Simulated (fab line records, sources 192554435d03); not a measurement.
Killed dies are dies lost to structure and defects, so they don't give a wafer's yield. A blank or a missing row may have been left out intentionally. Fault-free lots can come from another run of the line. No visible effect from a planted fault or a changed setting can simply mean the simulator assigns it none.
Which tool is to blame?	flow n5-finfet	Sampling: 9 lots, 23 wafers, 5 of 1938 route steps

WHAT THE GAUGES READ, wafer by wafer
N5_BEOL_M10_OCD_MEAS_38.
lot	measured	on	trench-depth-nm (nm)
L860	day 9 18:13	ocd-02	154 153 153
L862	day 10 07:41	ocd-01	143 154
L871	day 12 15:09	ocd-01	173
L870	day 12 17:19	ocd-01	149 154
L873	day 13 08:25	ocd-01	155 153 145
L876	day 14 01:42	ocd-02	143 151 150
L879	day 15 10:39	ocd-01	147 152 144
L880	day 15 09:28	ocd-02	144 154 147
L883	day 15 22:40	ocd-02	150 152 149

WHAT TOOL EACH LOT RAN ON (gives the tool, then ch and the chambers of the sampled wafers, and finally the start)
lot	N5_BEOL_M10_ETCH_62	N5_BEOL_M10_STRIP_19	N5_BEOL_M10_ETCH_65	N5_BEOL_M10_TRENCH_ETCH_37
L860	rie-diel-04 ch 0,1,2, day 9 15:44	rie-diel-05 ch 0,2,3, day 9 16:02	rie-diel-06 ch 2,3, day 9 17:46	rie-diel-06 ch 2,3, day 9 18:02
L862	rie-diel-06 ch 0,2, day 10 04:53	rie-diel-05 ch 1,3, day 10 05:16	rie-diel-06 ch 0,3, day 10 07:13	rie-diel-06 ch 0,3, day 10 07:30
L871	rie-diel-05 ch 3, day 12 11:08	rie-diel-04 ch 3, day 12 11:31	rie-diel-06 ch 0, day 12 14:43	rie-diel-06 ch 0, day 12 14:59
L870	rie-diel-04 ch 0, day 12 15:57	rie-diel-04 ch 2,3, day 12 16:14	rie-diel-05 ch 1,3, day 12 16:51	rie-diel-05 ch 1,3, day 12 17:07
L873	rie-diel-04 ch 0,1,3, day 13 07:08	rie-diel-04 ch 0,2,3, day 13 07:28	rie-diel-04 ch 0,1,2, day 13 07:57	rie-diel-04 ch 0,1,2, day 13 08:14
L876	rie-diel-05 ch 1,3, day 13 23:18	rie-diel-05 ch 0,3, day 13 23:44	rie-diel-04 ch 1,2,3, day 14 01:14	rie-diel-04 ch 1,2,3, day 14 01:31
L879	rie-diel-05 ch 1,2,3, day 15 05:39	rie-diel-06 ch 1,2,3, day 15 05:59	rie-diel-04 ch 1,2,3, day 15 10:12	rie-diel-04 ch 1,2,3, day 15 10:28
L880	rie-diel-06 ch 0,1,3, day 15 05:49	rie-diel-05 ch 1,3, day 15 06:09	rie-diel-04 ch 0,2,3, day 15 09:00	rie-diel-04 ch 0,2,3, day 15 09:17
L883	rie-diel-04 ch 0,2, day 15 20:58	rie-diel-04 ch 0,2,3, day 15 21:16	rie-diel-05 ch 1,2, day 15 22:13	rie-diel-05 ch 1,2, day 15 22:29
- N5_BEOL_M10_ETCH_62: etches SOC in N2/H2, target depth 110 nm, overetch 22 nm, time 165 s.
- N5_BEOL_M10_STRIP_19: strips in O2.
- N5_BEOL_M10_ETCH_65: etches SiARC in CF4, target depth 39 nm, time 65 s.
- N5_BEOL_M10_TRENCH_ETCH_37: etches SiCOH lowk in C4F6/O2, target depth 148.83 nm, time 48 s.

THE ANSWER, worked out from the rows above alone
Rule: the usual values come from the lots themselves. The widest of any qualifying gaps counts: lots, ordered by their means at a reading, are off when they make up no more than a third of the lots, leave a main group of 4 or more, and stand apart from it by 3 or more times the standard deviation of that group's means. Not used: any main group whose means are identical at the precision the tables above print for the reading. Also off: a lot with no number at a reading for which 4 or more lots have one. The other lots that the step has rows for count as sound.
Off, at N5_BEOL_M10_OCD_MEAS_38 on trench-depth-nm: L871. Main group: mean 150 nm, sd 1.9.
A tool fits if, at a process step before that reading, it ran every lot that is off, and no sound lot after the first of them. Those tools and the gauges at N5_BEOL_M10_OCD_MEAS_38 are tried in the same way. One fits: rie-diel-06 at N5_BEOL_M10_ETCH_65 and N5_BEOL_M10_TRENCH_ETCH_37. At N5_BEOL_M10_ETCH_65 its last sound lot is L862 (day 10 07:13), its first lot that is off L871 (day 12 14:43): a fault that began between those two fits.

WHAT THE SIMULATOR HAD PUT IN
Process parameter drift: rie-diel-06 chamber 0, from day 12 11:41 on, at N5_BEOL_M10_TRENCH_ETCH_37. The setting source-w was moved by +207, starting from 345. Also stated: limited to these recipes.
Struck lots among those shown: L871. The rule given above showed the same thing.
